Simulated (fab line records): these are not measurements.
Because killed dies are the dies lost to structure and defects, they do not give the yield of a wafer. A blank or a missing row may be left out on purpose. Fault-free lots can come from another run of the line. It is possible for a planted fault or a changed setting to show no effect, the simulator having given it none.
Which tool was responsible? || flow nand-harc || 39 wafers from 13 lots sampled at 6 of the route's 1302 steps

WHAT THE GAUGES READ, wafer by wafer
NHARC_A_ONON_D2_THK_MEAS_21: measures by ellipsometry. Usual: thk-nm reads 1002 nm (standard deviation 6.8).
{"lot": "L201", "measured": "day 12 19:31", "on": "film-metro-02", "thk-nm (nm)": "1015 1014 1013", "flag": ""}
{"lot": "L203", "measured": "day 13 14:26", "on": "film-metro-02", "thk-nm (nm)": "996 996 995", "flag": ""}
{"lot": "L204", "measured": "day 14 00:53", "on": "film-metro-02", "thk-nm (nm)": "997 998 998", "flag": ""}
{"lot": "L208", "measured": "day 15 16:29", "on": "film-metro-01", "thk-nm (nm)": "1000 999 999", "flag": ""}
{"lot": "L211", "measured": "day 17 02:21", "on": "film-metro-01", "thk-nm (nm)": "1007 1007 1007", "flag": ""}
{"lot": "L213", "measured": "day 17 07:17", "on": "film-metro-01", "thk-nm (nm)": "1011 1010 1010", "flag": ""}
{"lot": "L215", "measured": "day 19 07:56", "on": "film-metro-01", "thk-nm (nm)": "992 995 994", "flag": ""}
{"lot": "L218", "measured": "day 20 02:33", "on": "film-metro-02", "thk-nm (nm)": "997 996 995", "flag": ""}
{"lot": "L220", "measured": "day 20 12:43", "on": "film-metro-01", "thk-nm (nm)": "1009 1009 1009", "flag": ""}
{"lot": "L219", "measured": "day 20 12:44", "on": "film-metro-02", "thk-nm (nm)": "1005 1008 1006", "flag": ""}
{"lot": "L221", "measured": "day 21 01:25", "on": "film-metro-01", "thk-nm (nm)": "1003 1003 1003", "flag": ""}
{"lot": "L224", "measured": "day 22 10:54", "on": "film-metro-02", "thk-nm (nm)": "992 991 993", "flag": ""}
{"lot": "L223", "measured": "day 23 14:56", "on": "film-metro-02", "thk-nm (nm)": "1005 1007 1007", "flag": ""}

NHARC_A_ONON_D2_THK_MEAS_27: measures by ellipsometry. Usual: thk-nm reads 1003 nm (standard deviation 9.4).
{"lot": "L201", "measured": "day 12 20:40", "on": "film-metro-02", "thk-nm (nm)": "976 978 977", "flag": ""}
{"lot": "L203", "measured": "day 13 15:34", "on": "film-metro-01", "thk-nm (nm)": "1001 1001 999", "flag": ""}
{"lot": "L204", "measured": "day 14 02:01", "on": "film-metro-01", "thk-nm (nm)": "1015 1015 1016", "flag": ""}
{"lot": "L208", "measured": "day 15 17:37", "on": "film-metro-01", "thk-nm (nm)": "1426 1426 1428", "flag": "OFF"}
{"lot": "L211", "measured": "day 17 03:29", "on": "film-metro-01", "thk-nm (nm)": "1420 1417 1419", "flag": "OFF"}
{"lot": "L213", "measured": "day 17 08:25", "on": "film-metro-02", "thk-nm (nm)": "995 993 994", "flag": ""}
{"lot": "L215", "measured": "day 19 09:04", "on": "film-metro-01", "thk-nm (nm)": "1013 1011 1012", "flag": ""}
{"lot": "L218", "measured": "day 20 03:41", "on": "film-metro-01", "thk-nm (nm)": "1011 1011 1011", "flag": ""}
{"lot": "L220", "measured": "day 20 13:51", "on": "film-metro-01", "thk-nm (nm)": "996 995 996", "flag": ""}
{"lot": "L219", "measured": "day 20 13:52", "on": "film-metro-02", "thk-nm (nm)": "1004 1002 1003", "flag": ""}
{"lot": "L221", "measured": "day 21 02:32", "on": "film-metro-02", "thk-nm (nm)": "1007 1008 1008", "flag": ""}
{"lot": "L224", "measured": "day 22 12:02", "on": "film-metro-01", "thk-nm (nm)": "1008 1008 1007", "flag": ""}
{"lot": "L223", "measured": "day 23 16:04", "on": "film-metro-01", "thk-nm (nm)": "997 996 996", "flag": ""}

NHARC_A_CHANNEL_HOLE_D2_CD_MEAS_10: the cd target is 100 nm. Usual: cd-nm reads 100.0 nm (standard deviation 0.47).
{"lot": "L201", "measured": "day 13 00:23", "on": "cd-sem-01", "cd-nm (nm)": "100.1 100.2 100.2", "flag": ""}
{"lot": "L203", "measured": "day 13 19:21", "on": "cd-sem-01", "cd-nm (nm)": "99.9 100.2 100.4", "flag": ""}
{"lot": "L204", "measured": "day 14 07:16", "on": "cd-sem-02", "cd-nm (nm)": "100.4 100.8 100.6", "flag": ""}
{"lot": "L213", "measured": "day 17 14:35", "on": "cd-sem-01", "cd-nm (nm)": "99.8 100.0 99.2", "flag": ""}
{"lot": "L215", "measured": "day 19 18:24", "on": "cd-sem-02", "cd-nm (nm)": "99.9 99.4 99.2", "flag": ""}
{"lot": "L218", "measured": "day 20 07:59", "on": "cd-sem-02", "cd-nm (nm)": "99.8 99.5 99.7", "flag": ""}
{"lot": "L220", "measured": "day 20 19:08", "on": "cd-sem-03", "cd-nm (nm)": "100.0 100.0 99.9", "flag": ""}
{"lot": "L219", "measured": "day 20 19:17", "on": "cd-sem-01", "cd-nm (nm)": "99.9 100.0 100.2", "flag": ""}
{"lot": "L221", "measured": "day 21 07:07", "on": "cd-sem-03", "cd-nm (nm)": "100.3 99.6 100.3", "flag": ""}
{"lot": "L224", "measured": "day 22 16:32", "on": "cd-sem-01", "cd-nm (nm)": "99.8 99.9 100.1", "flag": ""}
{"lot": "L223", "measured": "day 23 20:01", "on": "cd-sem-03", "cd-nm (nm)": "100.1 99.2 99.6", "flag": ""}

NHARC_END_SORT_01. Usual: killed-at-array 58, standard deviation 15; killed-at-other 0.8, standard deviation 1.2; killed-at-periphery 3.5, standard deviation 2.5; killed-dies 62, standard deviation 15; killed-open 3.2, standard deviation 1.7; killed-short 2.4, standard deviation 1.5.
{"lot": "L208", "measured": "day 27 20:07", "on": "prober-02", "killed-at-array": "667 671 669", "killed-at-other": "2 1 1", "killed-at-periphery": "8 5 7", "killed-dies": "677 677 677", "killed-open": "8 4 2", "killed-short": "3 3 2", "flag": "OFF"}
{"lot": "L211", "measured": "day 28 07:02", "on": "prober-01", "killed-at-array": "672 668 670", "killed-at-other": "1 1 0", "killed-at-periphery": "4 8 7", "killed-dies": "677 677 677", "killed-open": "2 2 2", "killed-short": "2 2 2", "flag": "OFF"}

TOOL THAT RAN EACH LOT (tool first, then ch and the chambers of the sampled wafers, then the start)
{"lot": "L201", "NHARC_A_ONON_D2_DEP_25": "pecvd-onon-04 ch 0, day 12 20:16", "NHARC_A_CHANNEL_HOLE_D2_DEP_01": "pecvd-01 ch 1,2, day 12 23:47"}
{"lot": "L203", "NHARC_A_ONON_D2_DEP_25": "pecvd-onon-04 ch 0, day 13 15:07", "NHARC_A_CHANNEL_HOLE_D2_DEP_01": "pecvd-01 ch 0,1,2, day 13 18:38"}
{"lot": "L204", "NHARC_A_ONON_D2_DEP_25": "pecvd-onon-01 ch 0, day 14 01:34", "NHARC_A_CHANNEL_HOLE_D2_DEP_01": "pecvd-02 ch 0,1, day 14 06:33"}
{"lot": "L208", "NHARC_A_ONON_D2_DEP_25": "pecvd-onon-04 ch 0, day 15 17:06", "NHARC_A_CHANNEL_HOLE_D2_DEP_01": "-"}
{"lot": "L211", "NHARC_A_ONON_D2_DEP_25": "pecvd-onon-04 ch 0, day 17 02:58", "NHARC_A_CHANNEL_HOLE_D2_DEP_01": "-"}
{"lot": "L213", "NHARC_A_ONON_D2_DEP_25": "pecvd-onon-02 ch 0, day 17 07:58", "NHARC_A_CHANNEL_HOLE_D2_DEP_01": "pecvd-02 ch 0,2, day 17 13:59"}
{"lot": "L215", "NHARC_A_ONON_D2_DEP_25": "pecvd-onon-02 ch 0, day 19 08:34", "NHARC_A_CHANNEL_HOLE_D2_DEP_01": "pecvd-01 ch 0,1, day 19 17:43"}
{"lot": "L218", "NHARC_A_ONON_D2_DEP_25": "pecvd-onon-02 ch 0, day 20 03:10", "NHARC_A_CHANNEL_HOLE_D2_DEP_01": "pecvd-01 ch 0,1,2, day 20 07:16"}
{"lot": "L220", "NHARC_A_ONON_D2_DEP_25": "pecvd-onon-01 ch 0, day 20 13:24", "NHARC_A_CHANNEL_HOLE_D2_DEP_01": "pecvd-01 ch 0,1, day 20 18:24"}
{"lot": "L219", "NHARC_A_ONON_D2_DEP_25": "pecvd-onon-02 ch 0, day 20 13:22", "NHARC_A_CHANNEL_HOLE_D2_DEP_01": "pecvd-04 ch 0,1,2, day 20 18:34"}
{"lot": "L221", "NHARC_A_ONON_D2_DEP_25": "pecvd-onon-02 ch 0, day 21 02:09", "NHARC_A_CHANNEL_HOLE_D2_DEP_01": "pecvd-01 ch 1,2, day 21 06:25"}
{"lot": "L224", "NHARC_A_ONON_D2_DEP_25": "pecvd-onon-04 ch 0, day 22 11:38", "NHARC_A_CHANNEL_HOLE_D2_DEP_01": "pecvd-02 ch 0,1,2, day 22 15:59"}
{"lot": "L223", "NHARC_A_ONON_D2_DEP_25": "pecvd-onon-04 ch 0, day 23 15:37", "NHARC_A_CHANNEL_HOLE_D2_DEP_01": "pecvd-04 ch 0,1, day 23 19:18"}
- NHARC_A_ONON_D2_DEP_25: target thk 1000 nm.
- NHARC_A_CHANNEL_HOLE_D2_DEP_01: deposits SiON, target thk 140 nm.

AS READ BY THE TOOLS THEMSELVES (means over the sampled wafers that have a number; for cases with no such wafer, the mark the record gives instead)
NHARC_A_ONON_D2_DEP_25. Usual: n2o-flow-sccm 1999 sccm, standard deviation 5.5; susceptor-temp-C 400.06 C, standard deviation 0.26.
{"lot": "L201", "tool": "pecvd-onon-04", "n2o-flow-sccm (sccm)": 1999, "susceptor-temp-C (C)": 400.57, "flag": ""}
{"lot": "L203", "tool": "pecvd-onon-04", "n2o-flow-sccm (sccm)": 2000, "susceptor-temp-C (C)": 399.98, "flag": ""}
{"lot": "L204", "tool": "pecvd-onon-01", "n2o-flow-sccm (sccm)": 1995, "susceptor-temp-C (C)": 400.08, "flag": ""}
{"lot": "L208", "tool": "pecvd-onon-04", "n2o-flow-sccm (sccm)": 2002, "susceptor-temp-C (C)": 400.22, "flag": ""}
{"lot": "L211", "tool": "pecvd-onon-04", "n2o-flow-sccm (sccm)": 1997, "susceptor-temp-C (C)": 399.89, "flag": ""}
{"lot": "L213", "tool": "pecvd-onon-02", "n2o-flow-sccm (sccm)": 1997, "susceptor-temp-C (C)": 400.09, "flag": ""}
{"lot": "L215", "tool": "pecvd-onon-02", "n2o-flow-sccm (sccm)": 2005, "susceptor-temp-C (C)": 400.24, "flag": ""}
{"lot": "L218", "tool": "pecvd-onon-02", "n2o-flow-sccm (sccm)": 1999, "susceptor-temp-C (C)": 399.83, "flag": ""}
{"lot": "L220", "tool": "pecvd-onon-01", "n2o-flow-sccm (sccm)": 1998, "susceptor-temp-C (C)": 399.47, "flag": ""}
{"lot": "L219", "tool": "pecvd-onon-02", "n2o-flow-sccm (sccm)": 2004, "susceptor-temp-C (C)": 399.81, "flag": ""}
{"lot": "L221", "tool": "pecvd-onon-02", "n2o-flow-sccm (sccm)": 2008, "susceptor-temp-C (C)": 400.30, "flag": ""}
{"lot": "L224", "tool": "pecvd-onon-04", "n2o-flow-sccm (sccm)": 2000, "susceptor-temp-C (C)": 400.15, "flag": ""}
{"lot": "L223", "tool": "pecvd-onon-04", "n2o-flow-sccm (sccm)": 2001, "susceptor-temp-C (C)": 400.53, "flag": ""}

NHARC_A_CHANNEL_HOLE_D2_DEP_01. Usual: heater-power-w 732 W, standard deviation 92; susceptor-temp-C 400.02 C, standard deviation 0.22.
{"lot": "L201", "tool": "pecvd-01", "heater-power-w (W)": 736, "susceptor-temp-C (C)": 400.18, "flag": ""}
{"lot": "L203", "tool": "pecvd-01", "heater-power-w (W)": 747, "susceptor-temp-C (C)": 400.04, "flag": ""}
{"lot": "L204", "tool": "pecvd-02", "heater-power-w (W)": 896, "susceptor-temp-C (C)": 400.26, "flag": ""}
{"lot": "L213", "tool": "pecvd-02", "heater-power-w (W)": 758, "susceptor-temp-C (C)": 399.81, "flag": ""}
{"lot": "L215", "tool": "pecvd-01", "heater-power-w (W)": 674, "susceptor-temp-C (C)": 399.95, "flag": ""}
{"lot": "L218", "tool": "pecvd-01", "heater-power-w (W)": 714, "susceptor-temp-C (C)": 399.96, "flag": ""}
{"lot": "L220", "tool": "pecvd-01", "heater-power-w (W)": 684, "susceptor-temp-C (C)": 400.12, "flag": ""}
{"lot": "L219", "tool": "pecvd-04", "heater-power-w (W)": 724, "susceptor-temp-C (C)": 399.96, "flag": ""}
{"lot": "L221", "tool": "pecvd-01", "heater-power-w (W)": 716, "susceptor-temp-C (C)": 399.87, "flag": ""}
{"lot": "L224", "tool": "pecvd-02", "heater-power-w (W)": 759, "susceptor-temp-C (C)": 400.20, "flag": ""}
{"lot": "L223", "tool": "pecvd-04", "heater-power-w (W)": 710, "susceptor-temp-C (C)": 399.79, "flag": ""}

THE ANSWER, worked out from the rows above alone
Rule: lot off if the mean of its wafers having a number is beyond 3 standard deviations from the usual mean. A lot without any number at a reading at which 4 lots or more have one is off too. The other lots that the step has rows for count as sound. After the gauges, taken in route order, come the tools' own readings; for these a lot's mean is taken, as printed above. At the first step where some lot is off, the reading lying furthest off is the one used; lots without a number count as furthest.
Off: L208, L211, at NHARC_A_ONON_D2_THK_MEAS_27 (thk-nm).
A tool fits if, at a process step before that reading, it ran every lot that is off, and no sound lot after the first of them. The gauges at NHARC_A_ONON_D2_THK_MEAS_27 aren't tried: what is off there is off at NHARC_END_SORT_01 too, on other tools, and a gauge's error can't cause that. Of those tried, none fits.

WHAT THE SIMULATOR HAD INSERTED
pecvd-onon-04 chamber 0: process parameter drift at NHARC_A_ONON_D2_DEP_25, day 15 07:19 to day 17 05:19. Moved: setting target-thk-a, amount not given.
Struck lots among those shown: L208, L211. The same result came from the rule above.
